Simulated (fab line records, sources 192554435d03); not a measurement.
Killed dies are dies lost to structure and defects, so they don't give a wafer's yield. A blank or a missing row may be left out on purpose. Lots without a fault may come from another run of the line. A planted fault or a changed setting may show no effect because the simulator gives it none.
fab line records | flow n5_finfet
record lots=5 wafers=15 last_day=18
route steps=1938 shown MIM_BOT_LITHO@1854 MIM_BOT_ETCH@1866 PASS1_CAP@1873 TV_LITHO@1875 TV_OPEN@1887
lots that met no fault: from a run of the same line without faults
start_h: hours from the record's first day to the start of the lot's first wafer shown | wait_h: hours since the lot's step before | " the same as in the row above | L1.1+2: a row that stands for several wafers | - no value, or no start given | * or withheld: withheld | < > ~ a bound
route shown NAME@n: a module of which the file shows steps, and the number in the route of the first | usual: mean/standard deviation of fault-free wafers | same: alike in all rows | chamber/n: place in a boat | sites: the reading at each site | _std_site: their standard deviation | _edge_site: outer sites' mean less inner sites' | radius_mm: how far each site lies from the wafer's centre | mask NAME#n: copy n | behind: the tool/chamber that last shaped the wafer | hold: why the lot was held/for how many hours/how that ended | device: the transistor (n, p or np) that didn't switch | end of line: the same wafers' tests at the end of the route | a step without rows: its recipe alone | killed: dies lost to structure and defects at the first sort, not the wafer's yield | map: a wafer's dies, x killed, . not, _ none there
set.NAME: the setting as run; set.NAME@STEP: as run at that earlier step | model.NAME: the simulator's own value behind a step, which no gauge read
lots at some steps of the route; a table a step, a row a wafer
services: from which hour (start_h, from the record's first day; less than 0 if before it) a tool's chamber was out of use, for how many hours, and why
## steps
# step N5_MIM_BOT_LITHO_HMDS_01
# recipe time_s=60 temp_c=120
# columns lot.wafer tool chamber start_h wait_h
L078.1+2+5 litho_track-03 0 308.70 0.0
L083.1+3+4 litho_track-03 0 335.95 0.0
L088.3+4+5 litho_track-04 0 365.60 0.1
L093.1+2+5 litho_track-04 0 414.22 0.0
L097.2+3+5 litho_track-02 0 428.10 0.0
# step N5_MIM_BOT_LITHO_COAT_02
# recipe spin_rpm=* resist_thk_nm=*
# columns lot.wafer tool chamber start_h wait_h
L078.1+2+5 litho_track-03 0 - -
L083.1+3+4 litho_track-03 0 - -
L088.3+4+5 litho_track-04 0 - -
L093.1+2+5 litho_track-04 0 - -
L097.2+3+5 litho_track-02 0 - -
# step N5_MIM_BOT_LITHO_EBR_04
# recipe solvent=PGMEA ebr_width_mm=1.5
# columns lot.wafer tool chamber start_h wait_h
L078.1+2+5 litho_track-03 0 - -
L083.1+3+4 litho_track-03 0 - -
L088.3+4+5 litho_track-04 0 - -
L093.1+2+5 litho_track-04 0 - -
L097.2+3+5 litho_track-02 0 - -
# step N5_MIM_BOT_LITHO_SOFTBAKE_03
# recipe temp_c=100 time_s=90
# columns lot.wafer tool chamber start_h wait_h
L078.1+2+5 litho_track-03 0 - -
L083.1+3+4 litho_track-03 0 - -
L088.3+4+5 litho_track-04 0 - -
L093.1+2+5 litho_track-04 0 - -
L097.2+3+5 litho_track-02 0 - -
# step N5_MIM_BOT_LITHO_EXPOSE_05
# recipe mask_id=MIM_BOT na=0.55 source_shape=conventional sigma_outer=0.8 polarization=unpolarized dose_mj=24.25
# usual exposure_dose_mJ_cm2=24.243/0.026
# same sigma_outer=0.8
# columns lot.wafer tool chamber start_h wait_h mask exposure_dose_mJ_cm2
L078.1 krf_scanner-02 0 308.93 - MIM_BOT#0 24.227
L078.2 " 0 " " MIM_BOT#0 24.243
L078.5 " 0 " " MIM_BOT#0 24.236
L083.1 krf_scanner-02 0 336.05 - MIM_BOT#0 24.194
L083.3 " 0 " " MIM_BOT#0 24.248
L083.4 " 0 " " MIM_BOT#0 24.240
L088.3 krf_scanner-01 0 365.94 - MIM_BOT#0 24.243
L088.4 " 0 " " MIM_BOT#0 24.242
L088.5 " 0 " " MIM_BOT#0 24.247
L093.1 krf_scanner-01 0 414.46 - MIM_BOT#0 24.245
L093.2 " 0 " " MIM_BOT#0 24.243
L093.5 " 0 " " MIM_BOT#0 24.240
L097.2 krf_scanner-01 0 428.21 - MIM_BOT#0 24.291
L097.3 " 0 " " MIM_BOT#0 24.289
L097.5 " 0 " " MIM_BOT#0 24.259
# step N5_MIM_BOT_LITHO_PEB_06
# recipe peb_temp_c=withheld peb_time_s=*
# columns lot.wafer tool chamber start_h wait_h
L078.1+2+5 litho_track-02 0 308.99 0.1
L083.1+3+4 litho_track-04 0 336.11 0.1
L088.3+4+5 litho_track-04 0 365.99 0.0
L093.1+2+5 litho_track-04 0 414.51 0.1
L097.2+3+5 litho_track-04 0 428.26 0.0
# step N5_MIM_BOT_LITHO_DEVELOP_07
# recipe develop_time_s=60 rinse_liquid=diw dry=air_spin dev_temp_c=21
# columns lot.wafer tool chamber start_h wait_h
L078.1+2+5 litho_track-02 0 - -
L083.1+3+4 litho_track-04 0 - -
L088.3+4+5 litho_track-04 0 - -
L093.1+2+5 litho_track-04 0 - -
L097.2+3+5 litho_track-04 0 - -
# step N5_MIM_BOT_LITHO_HARDBAKE_09
# recipe temp_c=130 time_s=120
# columns lot.wafer tool chamber start_h wait_h
L078.1+2+5 litho_track-02 0 - -
L083.1+3+4 litho_track-04 0 - -
L088.3+4+5 litho_track-04 0 - -
L093.1+2+5 litho_track-04 0 - -
L097.2+3+5 litho_track-04 0 - -
# step N5_MIM_BOT_LITHO_CD_MEAS_08
# recipe target_cd_nm=3000 landing_energy_ev=500 detector=se_inlens polarity=opening
# usual cd_nm=3000.2/1.1
# columns lot.wafer tool chamber start_h wait_h cd_nm
L078.1 cd_sem-03 0 309.11 - 3001.0
L078.2 " 0 " " 3001.4
L078.5 " 0 " " 3001.9
L083.1 cd_sem-03 0 336.23 - 2998.6
L083.3 " 0 " " 2997.8
L083.4 " 0 " " 2998.8
L088.3 cd_sem-02 0 366.11 - 3001.5
L088.4 " 0 " " 3000.8
L088.5 " 0 " " 3001.2
L093.1 cd_sem-01 0 414.63 - 3001.1
L093.2 " 0 " " 2999.3
L093.5 " 0 " " 3001.9
L097.2 cd_sem-03 0 428.38 - 2998.8
L097.3 " 0 " " 2998.6
L097.5 " 0 " " 2999.5
# step N5_MIM_BOT_LITHO_OVL_MEAS_11
# recipe points_per_wafer=44
# usual MIM_BOT_OVL=3/4.9
# columns lot.wafer tool chamber start_h wait_h MIM_BOT_OVL[nm]
L078.1 overlay-01 0 309.14 0.0 12
L078.2 " 0 " " 5
L078.5 " 0 " " -6
L083.1 overlay-01 0 336.26 0.0 10
L083.3 " 0 " " 5
L083.4 " 0 " " 15
L088.3 overlay-02 0 366.14 0.0 5
L088.4 " 0 " " 0
L088.5 " 0 " " 6
L093.1 overlay-01 0 414.66 0.0 5
L093.2 " 0 " " 4
L093.5 " 0 " " 5
L097.2 overlay-01 0 428.41 0.0 6
L097.3 " 0 " " 4
L097.5 " 0 " " 5
# step N5_MIM_BOT_LITHO_INSPECT_12
# recipe mode=adi inspect_instrument=macro
# usual raw_defect_count=2.1/1.5
# columns lot.wafer tool chamber start_h wait_h raw_defect_count
L078.1 defect_inspect-02 - 309.16 0.0 1
L078.2 " - " " 3
L078.5 " - " " 0
L083.1 defect_inspect-02 - 336.28 0.0 2
L083.3 " - " " 4
L083.4 " - " " 1
L088.3 defect_inspect-02 - 366.16 0.0 2
L088.4 " - " " 1
L088.5 " - " " 0
L093.1 defect_inspect-01 - 414.69 0.0 0
L093.2 " - " " 5
L093.5 " - " " 2
L097.2 defect_inspect-02 - 428.44 0.0 1
L097.3 " - " " 1
L097.5 " - " " 2
# step N5_MIM_BOT_LITHO_DESCUM_10
# recipe chemistry=O2 time_s=7.9 source_power_w=50 bias_power_w=20 pressure_mtorr=20 rf_frequency_hz=2.712e+07 temp_c=40 o2_flow_sccm=225
# usual drypump_motor_current_A=5.8/0.35 oes_product_au=0.79/0.077 rf_vpp_V=242.8/1.4 showerhead_plenum_p_Torr=2.07/0.076 throttle_valve_pct=20.45/0.28
# columns lot.wafer tool chamber start_h wait_h drypump_motor_current_A oes_product_au rf_hours_counter_h rf_vpp_V showerhead_plenum_p_Torr throttle_valve_pct
L078.1 rie_diel-03 3 309.26 0.1 6.0 0.72 213 241.3 1.99 20.66
L078.2 " 0 " " 5.0 0.85 49 241.4 2.03 20.29
L078.5 " 2 " " 5.4 0.73 - 243.8 2.17 20.91
L083.1 rie_diel-03 1 336.32 0.0 6.3 0.84 68 244.0 2.03 20.08
L083.3 " 3 " " 5.9 0.71 222 240.7 1.98 20.69
L083.4 " 3 " " 6.0 0.71 - 242.3 1.98 20.68
L088.3 rie_diel-01 0 366.30 0.1 6.0 0.76 170 241.3 2.01 20.25
L088.4 " 2 " " 6.2 0.91 18 242.8 2.06 20.11
L088.5 " 0 " " 6.0 0.74 - 242.0 2.01 20.25
L093.1 rie_diel-03 1 414.72 0.0 6.3 0.81 98 241.8 2.02 20.12
L093.2 " 2 " " 5.5 0.70 231 243.9 2.16 20.96
L093.5 " 1 " " 6.4 0.80 - 241.1 2.02 20.12
L097.2 rie_diel-01 2 428.47 0.0 6.2 0.88 35 243.3 2.05 20.14
L097.3 " 0 " " 6.0 0.73 192 242.0 2.00 20.31
L097.5 " 0 " " 6.0 0.74 - 241.8 2.00 20.30
# step N5_MIM_BOT_ETCH_ETCH_04
# recipe chemistry=CF4/O2 target=SiNx target_depth_a=260 time_s=13 ion_energy_ev=100 pressure_mtorr=40 source_w=535 bias_w=49 Ar_flow_sccm=100 cf4_flow_sccm=100 O2_flow_sccm=10
# usual drypump_motor_current_A=5.8/0.36 mfc_ar_sccm=100.0/0.32 oes_ar_750_au=0.79/0.071 oes_product_au=0.79/0.076 rf_vpp_V=240.7/2.8 showerhead_plenum_p_Torr=2.19/0.078 throttle_valve_pct=16.02/0.29
# columns lot.wafer tool chamber start_h wait_h drypump_motor_current_A mfc_ar_sccm oes_ar_750_au oes_product_au rf_hours_counter_h rf_vpp_V showerhead_plenum_p_Torr throttle_valve_pct
L078.1 rie_diel-03 3 309.32 0.0 5.9 100.1 0.73 0.73 213 237.8 2.11 16.32
L078.2 " 0 " " 5.1 100.3 0.83 0.85 49 245.6 2.15 15.90
L078.5 " 2 " " 5.5 100.5 0.74 0.73 - 239.9 2.28 16.44
L083.1 rie_diel-03 1 336.39 0.0 6.4 99.5 0.83 0.84 68 237.8 2.15 15.68
L083.3 " 3 " " 5.9 99.9 0.72 0.72 222 237.7 2.10 16.32
L083.4 " 3 " " 5.9 100.0 0.73 0.71 - 236.0 2.10 16.33
L088.3 rie_diel-01 0 366.36 0.0 6.1 100.4 0.76 0.75 170 241.2 2.11 15.78
L088.4 " 2 " " 6.2 99.9 0.90 0.89 18 242.3 2.16 15.56
L088.5 " 0 " " 6.1 100.5 0.76 0.75 - 242.5 2.11 15.79
L093.1 rie_diel-03 1 414.79 0.0 6.3 100.2 0.79 0.81 98 237.3 2.14 15.75
L093.2 " 2 " " 5.5 99.2 0.71 0.70 231 240.8 2.26 16.49
L093.5 " 1 " " 6.4 99.8 0.79 0.81 - 237.7 2.14 15.73
L097.2 rie_diel-01 2 428.54 0.0 6.2 99.6 0.87 0.88 35 241.3 2.16 15.61
L097.3 " 0 " " 6.1 99.7 0.74 0.74 192 242.2 2.10 15.83
L097.5 " 0 " " 6.0 99.2 0.73 0.74 - 242.1 2.10 15.82
# step N5_MIM_BOT_ETCH_ETCH_03
# recipe chemistry=Cl2/BCl3 target_depth_a=120 pressure_mtorr=8 icp_w=800 bias_w=100 Cl2_flow_sccm=20 bcl3_flow_sccm=80
# usual drypump_motor_current_A=5.8/0.34 oes_product_au=0.79/0.091 throttle_valve_pct=27.56/0.19
# columns lot.wafer tool chamber start_h wait_h drypump_motor_current_A oes_product_au rf_hours_counter_h throttle_valve_pct
L078.1 rie_metal-01 0 309.41 0.1 6.1 0.86 16 27.42
L078.2 " 1 " " 6.2 0.62 116 27.39
L078.5 " 1 " " 6.2 0.61 - 27.42
L083.1 rie_metal-01 0 336.47 0.1 6.1 0.84 19 27.44
L083.3 " 0 " " 6.1 0.83 - 27.44
L083.4 " 0 " " 6.1 0.84 - 27.42
L088.3 rie_metal-01 1 366.48 0.1 6.2 0.94 - 27.29
L088.4 " 0 " " 6.2 0.82 - 27.43
L088.5 " 0 " " 6.1 0.82 - 27.44
L093.1 rie_metal-02 0 414.88 0.1 5.3 0.69 71 27.90
L093.2 " 1 " " 5.7 0.87 23 27.61
L093.5 " 1 " " 5.7 0.86 - 27.62
L097.2 rie_metal-02 1 428.63 0.1 5.7 0.85 25 27.61
L097.3 " 0 " " 5.3 0.70 - 27.89
L097.5 " 1 " " 5.7 0.85 - 27.62
# step N5_MIM_BOT_ETCH_ETCH_00
# recipe chemistry=Cl2/BCl3 target=TiN target_depth_a=455 ion_energy_ev=150 pressure_mtorr=10 icp_w=1000 bias_w=126 Cl2_flow_sccm=53.25 bcl3_flow_sccm=21.75 Ar_flow_sccm=25
# usual drypump_motor_current_A=5.8/0.34 mfc_ar_sccm=25.02/0.08 oes_ar_750_au=0.79/0.091 oes_product_au=0.79/0.091 throttle_valve_pct=21.97/0.17
# columns lot.wafer tool chamber start_h wait_h drypump_motor_current_A mfc_ar_sccm oes_ar_750_au oes_product_au rf_hours_counter_h throttle_valve_pct
L078.1 rie_metal-01 0 309.50 0.1 6.1 25.04 0.86 0.85 16 21.78
L078.2 " 1 " " 6.2 25.08 0.61 0.62 116 21.92
L078.5 " 1 " " 6.3 24.99 0.62 0.61 - 21.92
L083.1 rie_metal-01 0 336.65 0.1 6.1 25.12 0.84 0.85 19 21.81
L083.3 " 0 " " 6.1 24.99 0.85 0.84 - 21.80
L083.4 " 0 " " 6.1 25.12 0.84 0.84 - 21.81
L088.3 rie_metal-01 1 366.58 0.1 6.3 25.14 0.95 0.94 - 21.70
L088.4 " 0 " " 6.1 24.91 0.82 0.83 - 21.82
L088.5 " 0 " " 6.1 25.02 0.83 0.82 - 21.82
L093.1 rie_metal-02 0 414.97 0.1 5.3 24.95 0.69 0.69 71 22.25
L093.2 " 1 " " 5.7 24.89 0.86 0.86 23 21.97
L093.5 " 1 " " 5.7 25.05 0.87 0.86 - 21.98
L097.2 rie_metal-02 1 428.72 0.1 5.7 25.05 0.86 0.85 25 22.00
L097.3 " 0 " " 5.3 25.02 0.68 0.68 - 22.27
L097.5 " 1 " " 5.7 25.04 0.86 0.84 - 22.00
# step N5_MIM_BOT_ETCH_STRIP_01
# recipe chemistry=O2 power_w=600 temp_c=60 pressure_mtorr=30 rf_frequency_hz=6e+07 bias_power_w=0 overash_fraction=0.5 o2_flow_sccm=225
# usual drypump_motor_current_A=5.8/0.34 oes_product_au=0.79/0.072 rf_vpp_V=3.7/1.4 showerhead_plenum_p_Torr=2.08/0.079 throttle_valve_pct=16.71/0.28
# columns lot.wafer tool chamber start_h wait_h drypump_motor_current_A oes_product_au rf_hours_counter_h rf_vpp_V showerhead_plenum_p_Torr throttle_valve_pct
L078.1 rie_diel-03 2 309.64 0.1 5.5 0.72 191 3.5 2.18 17.11
L078.2 " 0 " " 5.1 0.86 49 0.2 2.03 16.55
L078.5 " 0 " " 5.1 0.86 - 3.8 2.03 16.56
L083.1 rie_diel-04 3 336.95 0.3 5.6 0.80 90 5.5 2.20 16.80
L083.3 " 1 " " 6.2 0.79 86 2.3 2.20 16.60
L083.4 " 0 " " 5.5 0.79 122 3.6 2.03 16.42
L088.3 rie_diel-01 3 366.69 0.1 5.8 0.71 192 3.8 2.00 16.96
L088.4 " 0 " " 6.1 0.75 170 1.9 2.01 16.50
L088.5 " 2 " " 6.2 0.93 - 2.5 2.06 16.31
L093.1 rie_diel-01 1 415.11 0.1 5.9 0.84 56 3.5 2.05 16.51
L093.2 " 2 " " 6.2 0.90 31 4.0 2.06 16.33
L093.5 " 2 " " 6.2 0.89 - 6.2 2.06 16.29
L097.2 rie_diel-04 2 428.86 0.1 5.6 0.99 14 2.3 2.13 16.66
L097.3 " 1 " " 6.2 0.79 107 3.1 2.19 16.65
L097.5 " 2 " " 5.6 0.97 - 4.3 2.13 16.67
# step N5_MIM_BOT_ETCH_STRIP_02
# recipe chemistry=post_etch_residue_remover time_s=1200 temp_c=72.5
# usual bath_guard_temp_C=72.5/0.5
# columns lot.wafer tool chamber start_h wait_h bath_guard_temp_C
L078.1 wet_bench-05 4 309.80 - 71.5
L078.2 " 5 " " 73.0
L078.5 " 7 " " 72.7
L083.1 wet_bench-04 2 337.01 - 72.1
L083.3 " 7 " " 72.6
L083.4 " 5 " " 72.8
L088.3 wet_bench-04 3 366.76 - 73.8
L088.4 " 6 " " 72.3
L088.5 " 2 " " 72.2
L093.1 wet_bench-02 6 415.17 - 72.8
L093.2 " 5 " " 72.9
L093.5 " 4 " " 72.7
L097.2 wet_bench-05 4 428.92 - 72.0
L097.3 " 6 " " 71.9
L097.5 " 7 " " 72.8
# step N5_MIM_BOT_ETCH_CLEAN_05
# recipe chemistry=IPA time_s=180 temp_c=25
# columns lot.wafer tool chamber start_h wait_h
L078.1+2+5 wet_bench-05 4,5,7 310.13 0.0
L083.1+3+4 wet_bench-04 2,7,5 337.35 0.0
L088.3+4+5 wet_bench-04 3,6,2 367.12 0.0
L093.1+2+5 wet_bench-02 6,5,4 415.51 0.0
L097.2+3+5 wet_bench-05 4,6,7 429.26 0.0
# step N5_MIM_BOT_ETCH_SRD_06
# recipe dry=ipa_marangoni time_s=30 temp_c=23 rinse_liquid=diw
# columns lot.wafer tool chamber start_h wait_h
L078.1+2+5 wet_bench-05 4,5,7 310.19 0.0
L083.1+3+4 wet_bench-04 2,7,5 337.40 0.0
L088.3+4+5 wet_bench-04 3,6,2 367.18 0.0
L093.1+2+5 wet_bench-02 6,5,4 415.56 0.0
L097.2+3+5 wet_bench-05 4,6,7 429.31 0.0
# step N5_PASSIVATION_PECVD_55
# recipe material=SiO2 target_thk_a=4000 temp_c=400 precursor=SiH4/N2O pressure_torr=2.7 rf_w=608 time_s=22.5
# usual heater_power_w=685/91 showerhead_plenum_p_Torr=8.18/0.062 throttle_valve_pct=52/3.8
# columns lot.wafer tool chamber start_h wait_h heater_power_w showerhead_plenum_p_Torr throttle_valve_pct
L078.1 pecvd-03 0 310.23 0.0 641 8.23 51
L078.2 " 1 " " 797 8.25 56
L078.5 " 0 " " 671 8.24 50
L083.1 pecvd-04 2 337.45 0.0 630 8.06 50
L083.3 " 0 " " 683 8.19 59
L083.4 " 1 " " 744 8.21 49
L088.3 pecvd-03 0 367.23 0.0 777 8.22 51
L088.4 " 1 " " 718 8.27 55
L088.5 " 0 " " 612 8.21 51
L093.1 pecvd-04 2 415.61 0.0 618 8.07 51
L093.2 " 1 " " 883 8.22 47
L093.5 " 1 " " 685 8.15 47
L097.2 pecvd-04 1 429.36 0.0 850 8.18 47
L097.3 " 2 " " 604 8.08 51
L097.5 " 0 " " 582 8.16 59
# step N5_PASSIVATION_PECVD_01
# recipe material=SiNx target_thk_a=2000 temp_c=400 precursor=SiH4/NH3/N2 pressure_torr=4.9 rf_w=1406 time_s=43.2
# usual heater_power_w=414/94 showerhead_plenum_p_Torr=8.68/0.045 throttle_valve_pct=29.4/2.1
# columns lot.wafer tool chamber start_h wait_h heater_power_w showerhead_plenum_p_Torr throttle_valve_pct
L078.1 pecvd-03 0 310.27 0.0 385 8.69 28.5
L078.2 " 1 " " 415 8.73 31.5
L078.5 " 0 " " 390 8.71 28.6
L083.1 pecvd-04 2 337.48 0.0 232 8.60 28.2
L083.3 " 0 " " 383 8.70 32.9
L083.4 " 1 " " 467 8.72 27.8
L088.3 pecvd-03 0 367.26 0.0 495 8.72 28.7
L088.4 " 1 " " 513 8.74 31.4
L088.5 " 0 " " 500 8.71 28.5
L093.1 pecvd-04 2 415.64 0.0 219 8.63 28.8
L093.2 " 1 " " 555 8.69 26.6
L093.5 " 1 " " 568 8.69 26.6
L097.2 pecvd-04 1 429.39 0.0 438 8.69 26.6
L097.3 " 2 " " 354 8.60 28.9
L097.5 " 0 " " 426 8.69 32.9
# step N5_PASSIVATION_HMDS_03
# recipe time_s=60 temp_c=120
# columns lot.wafer tool chamber start_h wait_h
L078.1+2+5 litho_track-03 0 310.34 0.1
L083.1+3+4 litho_track-01 0 338.37 0.9
L088.3+4+5 litho_track-05 0 368.86 1.6
L093.1+2+5 litho_track-03 0 415.91 0.2
L097.2+3+5 litho_track-05 0 430.22 0.8
# step N5_PASSIVATION_COAT_04
# recipe spin_rpm=* resist_thk_nm=*
# columns lot.wafer tool chamber start_h wait_h
L078.1+2+5 litho_track-03 0 - -
L083.1+3+4 litho_track-01 0 - -
L088.3+4+5 litho_track-05 0 - -
L093.1+2+5 litho_track-03 0 - -
L097.2+3+5 litho_track-05 0 - -
# step N5_PASSIVATION_EBR_06
# recipe solvent=PGMEA ebr_width_mm=1.5
# columns lot.wafer tool chamber start_h wait_h
L078.1+2+5 litho_track-03 0 - -
L083.1+3+4 litho_track-01 0 - -
L088.3+4+5 litho_track-05 0 - -
L093.1+2+5 litho_track-03 0 - -
L097.2+3+5 litho_track-05 0 - -
# step N5_PASSIVATION_SOFTBAKE_05
# recipe temp_c=100 time_s=90
# columns lot.wafer tool chamber start_h wait_h
L078.1+2+5 litho_track-03 0 - -
L083.1+3+4 litho_track-01 0 - -
L088.3+4+5 litho_track-05 0 - -
L093.1+2+5 litho_track-03 0 - -
L097.2+3+5 litho_track-05 0 - -
# step N5_PASSIVATION_EXPOSE_07
# recipe mask_id=TV na=0.55 source_shape=conventional sigma_outer=0.8 polarization=unpolarized defocus_nm=0 target_cd_nm=3000 dose_mj=22.75
# usual exposure_dose_mJ_cm2=22.746/0.023
# same sigma_outer=0.8
# columns lot.wafer tool chamber start_h wait_h mask exposure_dose_mJ_cm2
L078.1 krf_scanner-01 0 310.45 - TV#0 22.750
L078.2 " 0 " " TV#0 22.735
L078.5 " 0 " " TV#0 22.744
L083.1 krf_scanner-02 0 338.60 - TV#0 22.756
L083.3 " 0 " " TV#0 22.742
L083.4 " 0 " " TV#0 22.739
L088.3 krf_scanner-02 0 369.14 - TV#0 22.726
L088.4 " 0 " " TV#0 22.709
L088.5 " 0 " " TV#0 22.724
L093.1 krf_scanner-02 0 416.14 - TV#0 22.724
L093.2 " 0 " " TV#0 22.761
L093.5 " 0 " " TV#0 22.716
L097.2 krf_scanner-01 0 430.33 - TV#0 22.778
L097.3 " 0 " " TV#0 22.731
L097.5 " 0 " " TV#0 22.764
# step N5_PASSIVATION_PEB_08
# recipe peb_temp_c=withheld peb_time_s=*
# columns lot.wafer tool chamber start_h wait_h
L078.1+2+5 litho_track-01 0 310.51 0.1
L083.1+3+4 litho_track-01 0 338.66 0.1
L088.3+4+5 litho_track-01 0 369.19 0.0
L093.1+2+5 litho_track-05 0 416.20 0.1
L097.2+3+5 litho_track-03 0 430.38 0.0
# step N5_PASSIVATION_DEVELOP_09
# recipe develop_time_s=60 rinse_liquid=diw dry=air_spin dev_temp_c=21
# columns lot.wafer tool chamber start_h wait_h
L078.1+2+5 litho_track-01 0 - -
L083.1+3+4 litho_track-01 0 - -
L088.3+4+5 litho_track-01 0 - -
L093.1+2+5 litho_track-05 0 - -
L097.2+3+5 litho_track-03 0 - -
# step N5_PASSIVATION_HARDBAKE_11
# recipe temp_c=130 time_s=120
# columns lot.wafer tool chamber start_h wait_h
L078.1+2+5 litho_track-01 0 - -
L083.1+3+4 litho_track-01 0 - -
L088.3+4+5 litho_track-01 0 - -
L093.1+2+5 litho_track-05 0 - -
L097.2+3+5 litho_track-03 0 - -
# step N5_PASSIVATION_CD_MEAS_10
# recipe target_cd_nm=3000 landing_energy_ev=500 detector=se_inlens
# usual cd_nm=2999.6/1.8
# columns lot.wafer tool chamber start_h wait_h cd_nm
L078.1 cd_sem-02 0 310.63 - 3000.8
L078.2 " 0 " " 3000.7
L078.5 " 0 " " 3000.7
L083.1 cd_sem-02 0 338.78 - 3000.0
L083.3 " 0 " " 3000.7
L083.4 " 0 " " 2998.5
L088.3 cd_sem-03 0 369.31 - 3002.0
L088.4 " 0 " " 3002.0
L088.5 " 0 " " 3001.8
L093.1 cd_sem-02 0 416.31 - 2997.5
L093.2 " 0 " " 2998.6
L093.5 " 0 " " 2999.8
L097.2 cd_sem-01 0 430.50 - 2999.1
L097.3 " 0 " " 3001.3
L097.5 " 0 " " 2999.3
# step N5_PASSIVATION_OVL_MEAS_60
# recipe points_per_wafer=44
# usual TV_OVL=0/3.9
# columns lot.wafer tool chamber start_h wait_h TV_OVL[nm]
L078.1 overlay-02 0 310.66 0.0 0
L078.2 " 0 " " -7
L078.5 " 0 " " 0
L083.1 overlay-02 0 338.81 0.0 -1
L083.3 " 0 " " -11
L083.4 " 0 " " 3
L088.3 overlay-01 0 369.34 0.0 -3
L088.4 " 0 " " 9
L088.5 " 0 " " 0
L093.1 overlay-01 0 416.35 0.0 1
L093.2 " 0 " " -10
L093.5 " 0 " " -6
L097.2 overlay-02 0 430.53 0.0 4
L097.3 " 0 " " -6
L097.5 " 0 " " -1
# step N5_PASSIVATION_INSPECT_61
# recipe mode=adi inspect_instrument=macro
# usual raw_defect_count=2.1/1.4
# columns lot.wafer tool chamber start_h wait_h raw_defect_count
L078.1 defect_inspect-01 - 310.68 0.0 1
L078.2 " - " " 0
L078.5 " - " " 3
L083.1 defect_inspect-01 - 338.83 0.0 3
L083.3 " - " " 1
L083.4 " - " " 2
L088.3 defect_inspect-02 - 369.36 0.0 4
L088.4 " - " " 3
L088.5 " - " " 6
L093.1 defect_inspect-01 - 416.37 0.0 1
L093.2 " - " " 3
L093.5 " - " " 2
L097.2 defect_inspect-01 - 430.55 0.0 2
L097.3 " - " " 1
L097.5 " - " " 0
# step N5_PASSIVATION_DESCUM_12
# recipe chemistry=O2 time_s=7.9 source_power_w=50 bias_power_w=20 pressure_mtorr=20 rf_frequency_hz=2.712e+07 temp_c=40 o2_flow_sccm=225
# usual drypump_motor_current_A=5.7/0.34 oes_product_au=0.77/0.078 rf_vpp_V=242.8/1.5 showerhead_plenum_p_Torr=2.07/0.082 throttle_valve_pct=20.5/0.3
# columns lot.wafer tool chamber start_h wait_h drypump_motor_current_A oes_product_au rf_hours_counter_h rf_vpp_V showerhead_plenum_p_Torr throttle_valve_pct
L078.1 rie_diel-02 0 310.72 0.0 5.4 0.90 18 243.9 2.13 20.1
L078.2 " 2 " " 5.5 0.73 153 241.9 2.01 20.4
L078.5 " 2 " " 5.5 0.74 - 240.7 2.01 20.4
L083.1 rie_diel-05 1 339.08 0.2 5.2 0.82 70 242.4 2.03 20.4
L083.3 " 0 " " 6.2 0.70 205 243.3 2.07 20.4
L083.4 " 0 " " 6.1 0.70 - 241.6 2.07 20.4
L088.3 rie_diel-05 1 369.61 0.2 5.2 0.79 84 241.4 2.02 20.4
L088.4 " 2 " " 6.0 0.96 - 244.5 2.14 19.9
L088.5 " 0 " " 6.1 0.69 - 241.6 2.06 20.4
L093.1 rie_diel-02 3 416.77 0.4 5.5 0.69 234 242.8 2.06 20.7
L093.2 " 1 " " 6.3 0.73 165 243.8 2.18 20.9
L093.5 " 3 " " 5.5 0.69 - 242.9 2.06 20.7
L097.2 rie_diel-05 2 430.87 0.3 6.1 0.89 24 243.6 2.14 19.9
L097.3 " 1 " " 5.2 0.78 105 241.9 2.02 20.5
L097.5 " 0 " " 6.2 0.68 - 244.2 2.06 20.5
# step N5_PASSIVATION_PASS_ETCH_74
# recipe chemistry=CF4/O2 target=SiNx target_depth_a=2200 time_s=110 ion_energy_ev=100 pressure_mtorr=40 source_w=535 bias_w=49 Ar_flow_sccm=100 cf4_flow_sccm=100 O2_flow_sccm=10
# usual drypump_motor_current_A=5.7/0.34 mfc_ar_sccm=100.0/0.31 oes_ar_750_au=0.77/0.075 oes_product_au=0.77/0.079 rf_vpp_V=240.0/2.3 showerhead_plenum_p_Torr=2.19/0.083 throttle_valve_pct=16.05/0.29
# columns lot.wafer tool chamber start_h wait_h drypump_motor_current_A mfc_ar_sccm oes_ar_750_au oes_product_au rf_hours_counter_h rf_vpp_V showerhead_plenum_p_Torr throttle_valve_pct
L078.1 rie_diel-02 0 310.78 0.0 5.4 99.7 0.92 0.92 18 240.0 2.25 15.63
L078.2 " 2 " " 5.4 100.0 0.75 0.74 153 240.7 2.11 15.95
L078.5 " 2 " " 5.5 100.2 0.75 0.74 - 239.2 2.11 15.94
L083.1 rie_diel-05 1 339.14 0.0 5.2 100.3 0.82 0.81 70 237.3 2.15 15.97
L083.3 " 0 " " 6.1 100.1 0.70 0.70 205 240.4 2.19 16.12
L083.4 " 0 " " 6.1 99.6 0.69 0.70 - 239.1 2.19 16.11
L088.3 rie_diel-05 1 369.68 0.0 5.2 99.9 0.80 0.80 84 236.0 2.14 16.02
L088.4 " 2 " " 6.0 99.8 0.96 0.97 - 239.1 2.25 15.46
L088.5 " 0 " " 6.1 99.9 0.69 0.69 - 239.5 2.19 16.13
L093.1 rie_diel-02 3 416.84 0.0 5.5 100.1 0.69 0.69 234 242.7 2.17 16.27
L093.2 " 1 " " 6.3 100.0 0.73 0.73 165 242.1 2.29 16.44
L093.5 " 3 " " 5.5 100.2 0.69 0.68 - 244.6 2.17 16.25
L097.2 rie_diel-05 2 430.94 0.0 6.0 99.3 0.90 0.90 24 239.9 2.25 15.50
L097.3 " 1 " " 5.2 99.9 0.78 0.77 105 236.2 2.14 16.07
L097.5 " 0 " " 6.1 99.6 0.69 0.67 - 240.7 2.18 16.15
## services
# columns tool chamber start_h hours kind
rie_diel-05 0 290.58 14.1 repair
rie_metal-01 - 292.87 14.6 pm
krf_scanner-01 - 298.91 1.0 pm
pecvd-04 - 300.67 1.8 repair
krf_scanner-02 - 301.49 1.3 pm
wet_bench-04 - 302.55 7.3 repair
krf_scanner-02 - 314.50 1.8 repair
krf_scanner-01 - 317.14 1.3 pm
krf_scanner-02 - 325.35 6.2 repair
krf_scanner-01 - 345.05 0.8 pm
wet_bench-05 - 352.35 2.2 repair
rie_diel-05 3 356.99 15.0 repair
rie_diel-03 - 361.14 2.8 pm
krf_scanner-02 - 367.65 0.8 pm
pecvd-04 - 377.59 1.2 repair
rie_diel-05 1 391.04 3.1 repair
rie_diel-01 2 393.40 8.3 repair
rie_diel-05 0 394.11 18.5 repair
rie_diel-03 - 395.93 0.4 repair
krf_scanner-02 - 404.21 1.3 repair
krf_scanner-01 - 414.98 0.3 repair
rie_diel-01 2 416.43 1.4 repair
krf_scanner-02 - 421.28 1.0 pm
rie_diel-05 0 421.29 5.3 repair
## key
fault none
